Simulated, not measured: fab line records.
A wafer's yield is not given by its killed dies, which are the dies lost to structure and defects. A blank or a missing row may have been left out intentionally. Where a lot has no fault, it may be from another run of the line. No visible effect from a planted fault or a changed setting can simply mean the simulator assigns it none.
The tool behind it: which one? ; flow nandHarc ; 33 wafers from 11 lots sampled at 5 of the route's 1159 steps

## WHAT THE GAUGES READ, wafer by wafer
NHARC_END_WLT_00. Usual: VT_DECK1_BOTTOM 0.872, standard deviation 0.0074; VT_DECK1_BOTTOM_INNER 0.872, standard deviation 0.0064; VT_DECK1_MEDIAN_NEAR_BOTTOM 0.874, standard deviation 0.007; VT_DECK1_MEDIAN_NEAR_BOTTOM_INNER 0.873, standard deviation 0.0068; VT_DECK1_MIDDLE 0.885, standard deviation 0.0066; VT_DECK1_MIDDLE_INNER 0.884, standard deviation 0.007; VT_DECK1_TOP 0.896, standard deviation 0.0066; VT_DECK1_TOP_INNER 0.896, standard deviation 0.0061.
lot;measured;on;VT_DECK1_BOTTOM;VT_DECK1_BOTTOM_INNER;VT_DECK1_MEDIAN_NEAR_BOTTOM;VT_DECK1_MEDIAN_NEAR_BOTTOM_INNER;VT_DECK1_MIDDLE;VT_DECK1_MIDDLE_INNER;VT_DECK1_TOP;VT_DECK1_TOP_INNER;flag
L228;day 19 13:32;prober-01;0.878 0.880 0.881;0.879 0.883 0.875;0.887 0.889 0.881;0.882 0.880 0.879;0.893 0.882 0.883;0.896 0.886 0.883;0.906 0.898 0.898;0.900 0.906 0.901;
L230;day 19 21:47;prober-01;0.864 0.872 0.874;0.867 0.872 0.878;0.867 0.873 0.872;0.868 0.868 0.866;0.881 0.879 0.883;0.877 0.890 0.884;0.900 0.894 0.894;0.894 0.901 0.898;
L231;day 20 06:04;prober-01;0.871 0.869 0.856;0.876 0.864 0.869;0.873 0.877 0.872;0.877 0.877 0.860;0.877 0.883 0.871;0.891 0.886 0.878;0.895 0.893 0.898;0.901 0.888 0.893;
L233;day 21 06:39;prober-02;0.873 0.877 0.871;0.877 0.872 0.865;0.879 0.872 0.880;0.879 0.874 0.876;0.888 0.890 0.890;0.889 0.893 0.886;0.905 0.902 0.903;0.901 0.895 0.900;
L234;day 21 06:08;prober-01;0.859 0.867 0.857;0.867 0.874 0.868;0.871 0.874 0.859;0.873 0.875 0.857;0.877 0.881 0.878;0.879 0.882 0.874;0.894 0.897 0.890;0.892 0.889 0.901;
L236;day 21 14:23;prober-01;0.867 0.867 0.873;0.872 0.869 0.870;0.873 0.879 0.877;0.874 0.872 0.873;0.879 0.887 0.896;0.883 0.881 0.886;0.889 0.893 0.889;0.886 0.896 0.900;
L235;day 21 14:26;prober-02;0.871 0.876 0.878;0.871 0.875 0.878;0.871 0.884 0.886;0.872 0.871 0.881;0.883 0.891 0.889;0.883 0.893 0.891;0.899 0.900 0.898;0.893 0.898 0.897;
L238;day 21 23:21;prober-01;0.860 0.854 0.867;0.870 0.852 0.875;0.864 0.859 0.867;0.861 0.851 0.867;0.875 0.864 0.872;0.865 0.866 0.875;0.877 0.881 0.883;0.886 0.886 0.894;
L241;day 22 14:22;prober-01;0.865 0.862 0.871;0.874 0.864 0.879;0.868 0.871 0.864;0.867 0.869 0.879;0.885 0.887 0.880;0.882 0.879 0.884;0.903 0.901 0.895;0.899 0.896 0.900;
L249;day 24 14:17;prober-02;0.874 0.856 0.869;0.868 0.872 0.874;0.863 0.871 0.881;0.874 0.869 0.879;0.886 0.886 0.891;0.888 0.868 0.883;0.885 0.889 0.895;0.898 0.890 0.886;
L248;day 24 16:47;prober-01;0.871 0.876 0.885;0.879 0.868 0.869;0.879 0.873 0.870;0.871 0.873 0.871;0.877 0.886 0.884;0.895 0.877 0.877;0.892 0.893 0.901;0.890 0.896 0.890;

NHARC_END_SORT_01. Usual: defectLimitedYield 95.1 %, standard deviation 1.6; killedAtArray 29, standard deviation 11; killedAtOther 0.7, standard deviation 1.1; killedAtPeriphery 2.9, standard deviation 2.2; killedDies 33, standard deviation 11; killedOpen 3.1, standard deviation 1.8; killedShort 1.9, standard deviation 1.4; sort_bin_2_pct 1.6 %, standard deviation 0.64; sort_bin_3_pct 0.26 %, standard deviation 0.18; sort_bin_4_pct 3.1 %, standard deviation 1.1; sortNPass 644, standard deviation 11; sortRimYieldPct 95.7 %, standard deviation 2.8; sortYieldPct 95.1 %, standard deviation 1.6.
lot;measured;on;defectLimitedYield (%);killedAtArray;killedAtOther;killedAtPeriphery;killedDies;killedOpen;killedShort;sort_bin_2_pct (%);sort_bin_3_pct (%);sort_bin_4_pct (%);sortNPass;sortRimYieldPct (%);sortYieldPct (%);flag
L231;day 20 09:37;prober-01;94.5 93.9 93.1;35 36 43;0 1 0;2 4 4;37 41 47;4 4 5;0 2 2;1.3 1.9 2.5;0.15 0.30 0.15;4.0 3.8 4.3;640 636 630;92.5 91.5 95.3;94.5 93.9 93.1;
L238;day 22 02:40;prober-01;97.0 96.9 95.6;18 19 29;0 0 0;2 2 1;20 21 30;2 5 2;1 1 2;0.7 0.7 1.5;0.30 0.30 0.30;1.9 2.1 2.7;657 656 647;95.3 97.2 94.3;97.0 96.9 95.6;
L241;day 22 17:25;prober-01;92.8 92.3 93.6;44 49 33;1 3 7;4 0 3;49 52 43;5 2 3;1 2 1;1.9 3.0 2.2;0.59 0 0.15;4.7 4.7 4.0;628 625 634;89.6 93.4 91.5;92.8 92.3 93.6;

## EACH LOT AND THE TOOL THAT RAN IT (in order: tool; ch and the chambers of the sampled wafers; start)
lot;NHARC_THIN_TSV_DEP_47;NHARC_THIN_TSV_ETCH_59;NHARC_THIN_TSV_ETCH_36
L228;pecvd-03 ch 0,1,2, day 19 01:52;rieMetal-01 ch 0,1, day 19 06:05;rieMetal-01 ch 0,1, day 19 06:21
L230;pecvd-01 ch 0,1, day 19 02:34;rieMetal-02 ch 0,1, day 19 06:47;rieMetal-02 ch 0,1, day 19 07:02
L231;pecvd-01 ch 0,2, day 19 18:24;rieMetal-02 ch 0,1, day 19 23:13;rieMetal-02 ch 0,1, day 19 23:26
L233;pecvd-01 ch 1,2, day 20 20:04;rieMetal-01 ch 0,1, day 21 00:28;rieMetal-01 ch 0,1, day 21 00:41
L234;pecvd-01 ch 1,2, day 20 21:26;rieMetal-02 ch 0,1, day 21 01:47;rieMetal-02 ch 0,1, day 21 02:01
L236;pecvd-01 ch 0,1,2, day 20 22:32;rieMetal-03 ch 0,1, day 21 02:58;rieMetal-03 ch 0,1, day 21 03:13
L235;pecvd-02 ch 0,2, day 20 23:43;rieMetal-01 ch 0, day 21 04:04;rieMetal-01 ch 1, day 21 04:19
L238;pecvd-03 ch 0,1,2, day 21 14:29;rieMetal-03 ch 0,1, day 21 19:04;rieMetal-03 ch 1, day 21 19:19
L241;pecvd-03 ch 0,1, day 21 23:58;rieMetal-03 ch 1, day 22 04:46;rieMetal-03 ch 0,1, day 22 05:02
L249;pecvd-02 ch 0,1,2, day 24 03:16;rieMetal-01 ch 0,1, day 24 07:37;rieMetal-01 ch 0,1, day 24 07:53
L248;pecvd-03 ch 0,1,2, day 24 04:33;rieMetal-01 ch 0,1, day 24 08:52;rieMetal-01 ch 0,1, day 24 09:04
- NHARC_THIN_TSV_DEP_47: deposits SiO2, target thk 200 nm.
- NHARC_THIN_TSV_ETCH_59: etches the open film in Cl2/BCl3, target depth 880 nm, time 138.1 s.
- NHARC_THIN_TSV_ETCH_36: etches the open film in Cl2/BCl3, target depth 65 nm, time 18.571 s.

## WHAT THE TOOLS THEMSELVES READ (means of the sampled wafers that have a number; where no wafer has one, the mark that the record gives instead)
NHARC_THIN_TSV_DEP_47. Usual: throttleValvePct reads 15.9 % (standard deviation 0.49).
lot;tool;throttleValvePct (%);flag
L228;pecvd-03;16.4;
L230;pecvd-01;15.4;
L231;pecvd-01;15.8;
L233;pecvd-01;15.9;
L234;pecvd-01;16.2;
L236;pecvd-01;15.7;
L235;pecvd-02;15.7;
L238;pecvd-03;15.9;
L241;pecvd-03;16.0;
L249;pecvd-02;15.7;
L248;pecvd-03;16.1;

NHARC_THIN_TSV_ETCH_59. Usual: drypumpMotorCurrentA 5.6 A, standard deviation 0.33; oesProductAu 1.004 a.u., standard deviation 0.0067; runLengthS 159.3 s, standard deviation 0.43; throttleValvePct 22.265 %, standard deviation 0.0087.
lot;tool;drypumpMotorCurrentA (A);oesProductAu (a.u.);runLengthS (s);throttleValvePct (%);flag
L228;rieMetal-01;5.3;0.999;159.5;22.260;
L230;rieMetal-02;5.6;1.011;159.4;22.265;
L231;rieMetal-02;5.5;0.999;159.4;22.261;
L233;rieMetal-01;5.3;1.000;159.9;22.271;
L234;rieMetal-02;5.5;1.007;159.4;22.274;
L236;rieMetal-03;5.6;1.002;158.9;22.260;
L235;rieMetal-01;5.1;1.003;159.8;22.271;
L238;rieMetal-03;5.9;1.008;158.6;22.270;
L241;rieMetal-03;5.4;0.995;158.7;22.255;
L249;rieMetal-01;5.3;1.007;159.7;22.267;
L248;rieMetal-01;5.5;1.002;159.5;22.263;

NHARC_THIN_TSV_ETCH_36. Usual: drypumpMotorCurrentA 5.6 A, standard deviation 0.33; oesProductAu 1.004 a.u., standard deviation 0.0082; runLengthS 39.7 s, standard deviation 0.42.
lot;tool;drypumpMotorCurrentA (A);oesProductAu (a.u.);runLengthS (s);flag
L228;rieMetal-01;5.6;1.006;40.0;
L230;rieMetal-02;5.5;1.006;40.2;
L231;rieMetal-02;5.5;1.012;39.9;
L233;rieMetal-01;5.5;1.005;40.1;
L234;rieMetal-02;5.6;0.990;39.9;
L236;rieMetal-03;5.9;1.010;39.1;
L235;rieMetal-01;5.7;1.008;39.8;
L238;rieMetal-03;5.4;0.997;38.1;OFF
L241;rieMetal-03;5.6;0.998;36.5;OFF
L249;rieMetal-01;5.5;1.010;39.9;
L248;rieMetal-01;5.5;1.000;40.1;

## THE ANSWER, worked out from the rows above alone
Rule: a lot counts as off when the mean over its wafers that have a number is more than 3 standard deviations away from the usual mean. A lot without any number at a reading at which 4 lots or more have one is off too. All remaining lots with rows at the step are treated as sound. The gauges are gone through in route order, then the tools' own readings, and for those a lot's mean is taken as printed above. At the first step where some lot is off, the reading lying furthest off is the one used; lots without a number count as furthest.
Off at NHARC_THIN_TSV_ETCH_36 (runLengthS): L238, L241.
If a tool, at that step or one of the process steps before it, ran each lot that is off and ran no sound lot following the first of them, it fits. One fits: rieMetal-03 at NHARC_THIN_TSV_ETCH_59 and NHARC_THIN_TSV_ETCH_36. At NHARC_THIN_TSV_ETCH_59 its last sound lot is L236 (day 21 02:58), its first lot that is off L238 (day 21 19:04): a fault that began between those two fits.

## WHAT THE SIMULATOR HAD INSERTED
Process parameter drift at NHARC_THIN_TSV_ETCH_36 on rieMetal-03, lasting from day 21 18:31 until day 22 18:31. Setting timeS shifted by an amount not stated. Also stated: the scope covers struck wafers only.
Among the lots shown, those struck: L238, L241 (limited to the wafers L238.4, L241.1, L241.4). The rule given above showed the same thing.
